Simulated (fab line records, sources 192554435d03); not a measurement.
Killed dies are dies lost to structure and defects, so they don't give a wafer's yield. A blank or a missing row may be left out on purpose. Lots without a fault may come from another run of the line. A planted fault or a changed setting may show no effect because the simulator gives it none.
fab line records | flow n5_finfet
record lots=6 wafers=17 last_day=18
route steps=1938 shown START@1 ZERO_LAYER@2 BEOL_M4@1111
lots that met no fault: from a run of the same line without faults
start_h: hours from the record's first day to the start of the lot's first wafer shown | wait_h: hours since the lot's step before | " the same as in the row above | L1.1+2: a row that stands for several wafers | - no value, or no start given | * or withheld: withheld | < > ~ a bound
route shown NAME@n: a module of which the file shows steps, and the number in the route of the first | usual: mean/standard deviation of fault-free wafers | same: alike in all rows | chamber/n: place in a boat | sites: the reading at each site | _std_site: their standard deviation | _edge_site: outer sites' mean less inner sites' | radius_mm: how far each site lies from the wafer's centre | mask NAME#n: copy n | behind: the tool/chamber that last shaped the wafer | hold: why the lot was held/for how many hours/how that ended | device: the transistor (n, p or np) that didn't switch | end of line: the same wafers' tests at the end of the route | a step without rows: its recipe alone | killed: dies lost to structure and defects at the first sort, not the wafer's yield | map: a wafer's dies, x killed, . not, _ none there
set.NAME: the setting as run; set.NAME@STEP: as run at that earlier step | model.NAME: the simulator's own value behind a step, which no gauge read
lots at some steps of the route; a table a step, a row a wafer
services: from which hour (start_h, from the record's first day; less than 0 if before it) a tool's chamber was out of use, for how many hours, and why
## steps
# step N5_START_INSPECT_01
# recipe inspect_instrument=unpatterned_scan mode=incoming
# usual raw_defect_count=5.9/2.5
# columns lot.wafer tool chamber start_h wait_h raw_defect_count
L741.1 defect_inspect-02 - 12.03 - 8
L741.5 " - " " 7
L741.6 " - " " 6
L745.1 defect_inspect-01 - 36.03 - 3
L745.2 " - " " 8
L745.3 " - " " 8
L750.1 defect_inspect-02 - 66.03 - 3
L750.2 " - " " 7
L756.1 defect_inspect-02 - 102.03 - 4
L756.4 " - " " 4
L756.5 " - " " 3
L758.2 defect_inspect-01 - 114.04 - 6
L758.3 " - " " 5
L758.6 " - " " 7
L764.1 defect_inspect-02 - 150.03 - 13
L764.3 " - " " 5
L764.6 " - " " 3
# step N5_ZERO_LAYER_PRECLEAN_00
# recipe chemistry=SPM time_s=600 temp_c=120 mix=4:1
# step N5_ZERO_LAYER_SRD_01
# recipe time_s=30 temp_c=23 rinse_liquid=diw dry=n2_spin spin_rpm=1500 dry_time_s=30
# step N5_ZERO_LAYER_PECVD_02
# recipe material=SiO2 target_thk_a=100 temp_c=400 precursor=SiH4/N2O pressure_torr=0.75 rf_w=275 time_s=6
# usual heater_power_w=737/98 showerhead_plenum_p_Torr=8.05/0.1
# columns lot.wafer tool chamber start_h wait_h heater_power_w showerhead_plenum_p_Torr
L741.1 pecvd-03 0 12.28 0.0 721 7.96
L741.5 " 0 " " 748 7.95
L741.6 " 1 " " 784 8.05
L745.1 pecvd-02 0 36.28 0.0 862 8.14
L745.2 " 2 " " 889 8.18
L745.3 " 1 " " 628 8.11
L750.1 pecvd-03 0 66.29 0.0 687 7.99
L750.2 " 1 " " 738 8.09
L756.1 pecvd-03 0 102.29 0.0 840 7.95
L756.4 " 1 " " 785 8.06
L756.5 " 2 " " 712 7.97
L758.2 pecvd-03 2 114.28 0.0 703 7.95
L758.3 " 0 " " 779 7.97
L758.6 " 0 " " 800 7.97
L764.1 pecvd-03 2 150.29 0.0 730 7.95
L764.3 " 1 " " 794 8.07
L764.6 " 0 " " 756 7.98
# step N5_ZERO_LAYER_HMDS_04
# recipe time_s=60 temp_c=120
# step N5_ZERO_LAYER_COAT_05
# recipe spin_rpm=1500 resist_thk_nm=1000
# step N5_ZERO_LAYER_EBR_07
# recipe solvent=PGMEA ebr_width_mm=1.5
# step N5_ZERO_LAYER_SOFTBAKE_06
# recipe temp_c=100 time_s=90
# step N5_ZERO_LAYER_EXPOSE_08
# recipe mask_id=ZERO na=0.55 source_shape=conventional sigma_outer=0.8 polarization=unpolarized defocus_nm=0 target_cd_nm=2000 dose_mj=16.2
# step N5_ZERO_LAYER_PEB_09
# recipe peb_temp_c=withheld peb_time_s=*
# step N5_ZERO_LAYER_DEVELOP_10
# recipe develop_time_s=60 rinse_liquid=diw dry=air_spin dev_temp_c=21
# usual chill_plate_temp_C=22.98/0.1 developer_temp_C=20.99/0.11 exhaust_pa=45.1/0.97
# columns lot.wafer tool chamber start_h wait_h chill_plate_temp_C developer_temp_C exhaust_pa
L741.1 litho_track-02 0 12.65 - 23.25 21.04 45.8
L741.5 " 0 " " 23.01 21.05 45.1
L741.6 " 0 " " 23.15 21.04 45.3
L745.1 litho_track-05 0 36.65 - 22.99 21.17 42.7
L745.2 " 0 " " 22.93 21.04 44.9
L745.3 " 0 " " 23.04 20.98 44.2
L750.1 litho_track-02 0 66.66 - 22.85 21.10 45.6
L750.2 " 0 " " 23.03 21.13 44.6
L756.1 litho_track-02 0 102.66 - 22.93 21.18 47.3
L756.4 " 0 " " 22.84 21.05 46.0
L756.5 " 0 " " 22.90 21.08 45.9
L758.2 litho_track-05 0 114.65 - 22.97 20.87 42.7
L758.3 " 0 " " 22.83 20.95 43.4
L758.6 " 0 " " 22.87 20.92 44.4
L764.1 litho_track-01 0 150.53 - 22.91 20.96 45.0
L764.3 " 0 " " 22.91 20.95 44.7
L764.6 " 0 " " 22.87 20.92 45.5
# step N5_ZERO_LAYER_HARDBAKE_23
# recipe temp_c=130 time_s=120
# step N5_ZERO_LAYER_CD_MEAS_11
# recipe target_cd_nm=2000 landing_energy_ev=500 detector=se_inlens
# usual cd_nm=1999.7/1.4
# columns lot.wafer tool chamber start_h wait_h cd_nm
L741.1 cd_sem-02 0 12.77 - 2000.1
L741.5 " 0 " " 2001.2
L741.6 " 0 " " 2000.4
L745.1 cd_sem-01 0 36.77 - 1998.7
L745.2 " 0 " " 1999.5
L745.3 " 0 " " 2000.2
L750.1 cd_sem-03 0 66.77 - 1998.1
L750.2 " 0 " " 1991.5
L756.1 cd_sem-01 0 102.77 - 1999.6
L756.4 " 0 " " 1991.9
L756.5 " 0 " " 1997.7
L758.2 cd_sem-02 0 114.77 - 1999.0
L758.3 " 0 " " 1998.5
L758.6 " 0 " " 2000.7
L764.1 cd_sem-02 0 150.64 - 1996.3
L764.3 " 0 " " 1996.2
L764.6 " 0 " " 1997.8
# step N5_ZERO_LAYER_DESCUM_16
# recipe chemistry=O2 time_s=7.9 source_power_w=50 bias_power_w=20 pressure_mtorr=20 rf_frequency_hz=2.712e+07 temp_c=40 o2_flow_sccm=225
# usual drypump_motor_current_A=5.9/0.32 oes_product_au=0.78/0.085 rf_vpp_V=243.8/0.98 showerhead_plenum_p_Torr=2.12/0.044 throttle_valve_pct=20.42/0.21
# columns lot.wafer tool chamber start_h wait_h drypump_motor_current_A oes_product_au rf_hours_counter_h rf_vpp_V showerhead_plenum_p_Torr throttle_valve_pct
L741.1 rie_diel-02 0 12.87 0.1 5.4 0.89 27 244.1 2.13 20.26
L741.5 " 2 " " 6.3 0.72 - 244.3 2.15 20.73
L741.6 " 3 " " 5.7 0.80 - 244.0 2.11 20.11
L745.1 rie_diel-05 0 36.80 0.0 6.1 0.97 4 244.5 2.15 20.52
L745.2 " 2 " " 5.5 0.89 22 243.7 2.14 20.32
L745.3 " 3 " " 6.0 0.73 184 244.4 2.17 20.39
L750.1 rie_diel-01 2 66.81 0.0 5.5 0.71 176 245.6 2.17 20.69
L750.2 " 0 " " 6.3 0.69 216 243.3 2.16 20.30
L756.1 rie_diel-01 2 102.81 0.0 5.5 0.70 186 243.9 2.17 20.73
L756.4 " 3 " " 5.8 0.80 93 242.5 2.02 20.63
L756.5 " 0 " " 6.3 0.69 - 243.3 2.16 20.31
L758.2 rie_diel-02 3 114.81 0.0 5.7 0.77 125 242.7 2.10 20.16
L758.3 " 2 " " 6.3 0.69 241 245.5 2.14 20.79
L758.6 " 0 " " 5.4 0.83 - 243.2 2.12 20.29
L764.1 rie_diel-05 0 150.68 0.0 6.1 0.89 34 243.2 2.14 20.57
L764.3 " 1 " " 5.9 0.90 30 243.0 2.13 20.00
L764.6 " 2 " " 5.5 0.84 - 242.6 2.13 20.35
# step N5_BEOL_M4_RC_MEAS_101
# usual DIBL_N=36.4/1.4 DIBL_P=36.3/1.8 IOFF_N=0.163/0.024 IOFF_P=0.21/0.034 ION_N=673/11 ION_P=461/7.4 SS_N=71.6/0.52 SS_P=73.3/0.58 VT_N=249.4/2.5 VT_P=-250/3.5
# columns lot.wafer tool chamber start_h wait_h DIBL_N[mV/V] DIBL_P[mV/V] IOFF_N[nA/um] IOFF_P[nA/um] ION_N[uA/um] ION_P[uA/um] SS_N[mV/dec] SS_P[mV/dec] VT_N[mV] VT_P[mV]
L741.1 prober-02 0 167.98 0.0 35.4 34.2 0.145 0.17 670 457 70.8 73.4 249.5 -256
L741.5 " 0 " " 34.0 32.1 0.119 0.15 660 447 70.7 72.3 255.6 -256
L741.6 " 0 " " 36.3 35.4 0.157 0.19 670 455 71.6 73.8 252.5 -253
L745.1 prober-02 0 191.89 0.0 38.0 37.4 0.181 0.27 675 467 72.0 73.6 246.9 -244
L745.2 " 0 " " 37.2 37.0 0.161 0.24 681 472 71.9 73.4 249.2 -246
L745.3 " 0 " " 37.8 37.5 0.179 0.27 684 478 72.3 73.7 246.0 -244
L750.1 prober-01 0 224.94 0.0 35.1 35.1 0.141 0.18 661 451 71.4 73.3 252.1 -255
L750.2 " 0 " " 35.3 36.1 0.152 0.20 667 458 71.4 72.9 250.6 -251
L756.1 prober-01 0 260.20 0.0 36.1 37.3 0.168 0.23 678 460 72.5 73.5 248.1 -249
L756.4 " 0 " " 33.9 34.3 0.118 0.18 659 455 71.5 72.2 255.4 -249
L756.5 " 0 " " 35.8 36.7 0.162 0.22 672 463 71.8 72.5 249.3 -247
L758.2 prober-01 0 266.76 0.2 35.9 36.8 0.161 0.21 685 467 71.5 73.3 248.3 -249
L758.3 " 0 " " 35.8 36.6 0.169 0.20 693 466 70.8 72.5 246.7 -248
L758.6 " 0 " " 35.4 35.5 0.153 0.19 673 458 70.7 72.3 248.1 -251
L764.1 prober-01 0 305.94 0.0 40.2 38.5 0.211 0.29 689 475 72.2 73.4 247.9 -243
L764.3 " 0 " " 39.1 37.0 0.180 0.26 666 461 72.6 73.1 249.2 -245
L764.6 " 0 " " 40.0 37.8 0.204 0.29 683 471 72.2 74.0 246.8 -245
## services
# columns tool chamber start_h hours kind
rie_diel-05 - -6.25 2.8 pm
rie_diel-05 0 6.54 - clean
rie_diel-05 0 6.54 - consumable_replace:focus_ring
rie_diel-05 0 6.54 20.7 scheduled_down
rie_diel-05 0 6.54 20.7 vent_cycle
pecvd-03 - 7.78 2.8 pm
rie_diel-01 - 8.75 14.6 pm
litho_track-02 - 13.96 - consumable_replace:filter
rie_diel-05 1 27.47 - clean
rie_diel-05 1 27.47 - consumable_replace:focus_ring
rie_diel-05 1 27.47 16.0 scheduled_down
rie_diel-05 1 27.47 16.0 vent_cycle
pecvd-03 2 41.91 16.5 scheduled_down
rie_diel-02 0 49.56 4.1 repair
pecvd-03 0 58.41 2.1 scheduled_down
rie_diel-05 0 72.95 3.1 repair
rie_diel-01 - 73.88 0.1 repair
rie_diel-05 3 94.96 1.2 repair
pecvd-02 - 137.13 1.7 repair
rie_diel-02 2 138.40 - clean
rie_diel-02 2 138.40 - consumable_replace:focus_ring
rie_diel-02 2 138.40 25.0 scheduled_down
rie_diel-02 2 138.40 25.0 vent_cycle
rie_diel-01 3 147.65 1.5 repair
## key
first_sign step=N5_ZERO_LAYER_CD_MEAS_11 reading=cd_nm direction=down sigmas=5.6 usual=1999.7 struck=1991.7
effect none on later readings
met_at N5_ZERO_LAYER_DEVELOP_10
struck_wafers L750.2,L756.4
onset_between 12.65 66.66
fault kind=process_parameter_drift tool=litho_track-02 chamber=- onset_h=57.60 steps=N5_ZERO_LAYER_DEVELOP_10 channel=develop_time_s offset=* shape=step end_h=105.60 scope=struck_wafers_only acts_in=* stated=*
